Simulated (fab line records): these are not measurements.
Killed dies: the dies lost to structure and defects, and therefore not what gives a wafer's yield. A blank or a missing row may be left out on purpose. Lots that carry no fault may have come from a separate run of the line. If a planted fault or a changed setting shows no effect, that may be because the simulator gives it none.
Split-lot study / flow n5-finfet / 21 wafers read across 7 lots, on a route 1938 steps long

THE SPLIT
At N5_BEOL_M3_PECVD_72 (deposits SiO2 from TEOS/O2, target thk 16 nm, time 18 s), the setting time-s was moved away from the recipe's 18 s on 4 of the 21 wafers read, by +4.1% to +11.2%. The other wafers ran this setting at the recipe's value.

The reading is taken at the split's own step.

THE READING
SiO2_of_BEOL_M3_PECVD_72.thk-nm (the simulator's own value, which no gauge read), in nm, at N5_BEOL_M3_PECVD_72 (deposits SiO2 from TEOS/O2, target thk 16 nm, time 18 s). There is no usual value for it anywhere in the file. Across the 17 wafers here that went through the recipe, the average is 16.0 nm and the standard deviation 0.18 nm.

wafer=L075.1; tool, chamber at the split=pecvd-02, 0,2; time-s as run, s=18; against the recipe=recipe; SiO2_of_BEOL_M3_PECVD_72.thk-nm, nm=15.8; against lot-mates on the recipe=-
wafer=L075.3; tool, chamber at the split=pecvd-02, 0,2; time-s as run, s=18; against the recipe=recipe; SiO2_of_BEOL_M3_PECVD_72.thk-nm, nm=15.8; against lot-mates on the recipe=-
wafer=L075.4; tool, chamber at the split=pecvd-02, 1; time-s as run, s=18; against the recipe=recipe; SiO2_of_BEOL_M3_PECVD_72.thk-nm, nm=16.2; against lot-mates on the recipe=-
wafer=L081.1; tool, chamber at the split=pecvd-02, 1; time-s as run, s=18; against the recipe=recipe; SiO2_of_BEOL_M3_PECVD_72.thk-nm, nm=16.2; against lot-mates on the recipe=-
wafer=L081.2; tool, chamber at the split=pecvd-02, 0; time-s as run, s=18; against the recipe=recipe; SiO2_of_BEOL_M3_PECVD_72.thk-nm, nm=16; against lot-mates on the recipe=-
wafer=L081.6; tool, chamber at the split=pecvd-02, 0; time-s as run, s=18.73; against the recipe=+4.1%; SiO2_of_BEOL_M3_PECVD_72.thk-nm, nm=17; against lot-mates on the recipe=+0.9
wafer=L086.3; tool, chamber at the split=pecvd-03, 0; time-s as run, s=18; against the recipe=recipe; SiO2_of_BEOL_M3_PECVD_72.thk-nm, nm=15.6; against lot-mates on the recipe=-
wafer=L086.5; tool, chamber at the split=pecvd-03, 0; time-s as run, s=18; against the recipe=recipe; SiO2_of_BEOL_M3_PECVD_72.thk-nm, nm=16.2; against lot-mates on the recipe=-
wafer=L086.6; tool, chamber at the split=pecvd-03, 1; time-s as run, s=19.49; against the recipe=+8.3%; SiO2_of_BEOL_M3_PECVD_72.thk-nm, nm=17.6; against lot-mates on the recipe=+1.7
wafer=L090.1; tool, chamber at the split=pecvd-03, 1; time-s as run, s=18; against the recipe=recipe; SiO2_of_BEOL_M3_PECVD_72.thk-nm, nm=15.8; against lot-mates on the recipe=-
wafer=L090.3; tool, chamber at the split=pecvd-03, 0; time-s as run, s=18; against the recipe=recipe; SiO2_of_BEOL_M3_PECVD_72.thk-nm, nm=16; against lot-mates on the recipe=-
wafer=L090.6; tool, chamber at the split=pecvd-03, 2; time-s as run, s=20.01; against the recipe=+11.2%; SiO2_of_BEOL_M3_PECVD_72.thk-nm, nm=18.2; against lot-mates on the recipe=+2.3
wafer=L094.1; tool, chamber at the split=pecvd-03, 2,0; time-s as run, s=18; against the recipe=recipe; SiO2_of_BEOL_M3_PECVD_72.thk-nm, nm=15.8; against lot-mates on the recipe=-
wafer=L094.3; tool, chamber at the split=pecvd-03, 2,0; time-s as run, s=18; against the recipe=recipe; SiO2_of_BEOL_M3_PECVD_72.thk-nm, nm=15.8; against lot-mates on the recipe=-
wafer=L094.5; tool, chamber at the split=pecvd-03, 2; time-s as run, s=18; against the recipe=recipe; SiO2_of_BEOL_M3_PECVD_72.thk-nm, nm=16; against lot-mates on the recipe=-
wafer=L095.1; tool, chamber at the split=pecvd-04, 2,1; time-s as run, s=18; against the recipe=recipe; SiO2_of_BEOL_M3_PECVD_72.thk-nm, nm=16; against lot-mates on the recipe=-
wafer=L095.2; tool, chamber at the split=pecvd-04, 2,1; time-s as run, s=18; against the recipe=recipe; SiO2_of_BEOL_M3_PECVD_72.thk-nm, nm=16; against lot-mates on the recipe=-
wafer=L095.4; tool, chamber at the split=pecvd-04, 2; time-s as run, s=18; against the recipe=recipe; SiO2_of_BEOL_M3_PECVD_72.thk-nm, nm=16.2; against lot-mates on the recipe=-
wafer=L097.3; tool, chamber at the split=pecvd-04, 1; time-s as run, s=18; against the recipe=recipe; SiO2_of_BEOL_M3_PECVD_72.thk-nm, nm=15.8; against lot-mates on the recipe=-
wafer=L097.4; tool, chamber at the split=pecvd-04, 0; time-s as run, s=19.32; against the recipe=+7.3%; SiO2_of_BEOL_M3_PECVD_72.thk-nm, nm=17.4; against lot-mates on the recipe=+1.4
wafer=L097.6; tool, chamber at the split=pecvd-04, 1; time-s as run, s=18; against the recipe=recipe; SiO2_of_BEOL_M3_PECVD_72.thk-nm, nm=16.2; against lot-mates on the recipe=-
The file does not say which wafer passed through which chamber wherever a row lists several chambers: such a row stands for several wafers.

FIT RESULTS
A straight line over all 21 wafers: SiO2_of_BEOL_M3_PECVD_72.thk-nm changes by +0.201 nm for each +1% of time-s; r = +0.97; the points scatter about the line by 0.18 nm.
The same after taking each lot's own level away (the mean of its wafers on the recipe; 21 wafers): +0.204 nm for each +1%; r = +0.97; scatter 0.16 nm.
The reading moves by 2.3 nm for the largest change in time-s, on that fit.
The lots' own levels span 15.87 to 16.10 nm, that is 1.3 times the standard deviation above.
The two slopes are in agreement: the lot-to-lot level therefore moves the slope only a little.
Check: with one of the wafers moved furthest among these (+11.2%) left out of the fit, the line predicts +2.25 nm for it against its lot-mates. Against them it came out at +2.3 nm.

THESE WAFERS: OTHER SPLITS
These wafers also went through other splits before the reading. Each is held against what the fit with the lots' levels taken away leaves over:
other split on the same wafers=N5_HKMG_FIN_ETCH_35 time-s; wafers away from the commonest value=5; r with SiO2_of_BEOL_M3_PECVD_72.thk-nm (lot level and that fit taken away)=+0.24
other split on the same wafers=N5_HKMG_FIN_COAT_66 spin-rpm; wafers away from the commonest value=6; r with SiO2_of_BEOL_M3_PECVD_72.thk-nm (lot level and that fit taken away)=+0.10
other split on the same wafers=N5_GATE_CUT_ETCH_56 icp-w; wafers away from the commonest value=7; r with SiO2_of_BEOL_M3_PECVD_72.thk-nm (lot level and that fit taken away)=+0.48
other split on the same wafers=N5_MOL_CONTACT_COAG_ETCH_15 source-w; wafers away from the commonest value=4; r with SiO2_of_BEOL_M3_PECVD_72.thk-nm (lot level and that fit taken away)=+0.01
other split on the same wafers=N5_MOL_CONTACT_COAG_COAT_63 spin-rpm; wafers away from the commonest value=5; r with SiO2_of_BEOL_M3_PECVD_72.thk-nm (lot level and that fit taken away)=-0.12
other split on the same wafers=N5_MOL_CONTACT_COAG_EXPOSE_37 dose-mj; wafers away from the commonest value=6; r with SiO2_of_BEOL_M3_PECVD_72.thk-nm (lot level and that fit taken away)=+0.08
other split on the same wafers=N5_BEOL_M0_SAQP_SPACER1_ALD_98 ald-cycles; wafers away from the commonest value=9; r with SiO2_of_BEOL_M3_PECVD_72.thk-nm (lot level and that fit taken away)=+0.16
other split on the same wafers=N5_BEOL_M0_SAQP_ETCH_107 bias-w; wafers away from the commonest value=8; r with SiO2_of_BEOL_M3_PECVD_72.thk-nm (lot level and that fit taken away)=-0.17
other split on the same wafers=N5_BEOL_M1_TRENCH_ETCH_37 time-s; wafers away from the commonest value=7; r with SiO2_of_BEOL_M3_PECVD_72.thk-nm (lot level and that fit taken away)=+0.05

FILE'S OWN FIT
SiO2_of_BEOL_M3_PECVD_72.thk-nm changes by +0.204 nm for each +1% of time-s, r = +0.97.
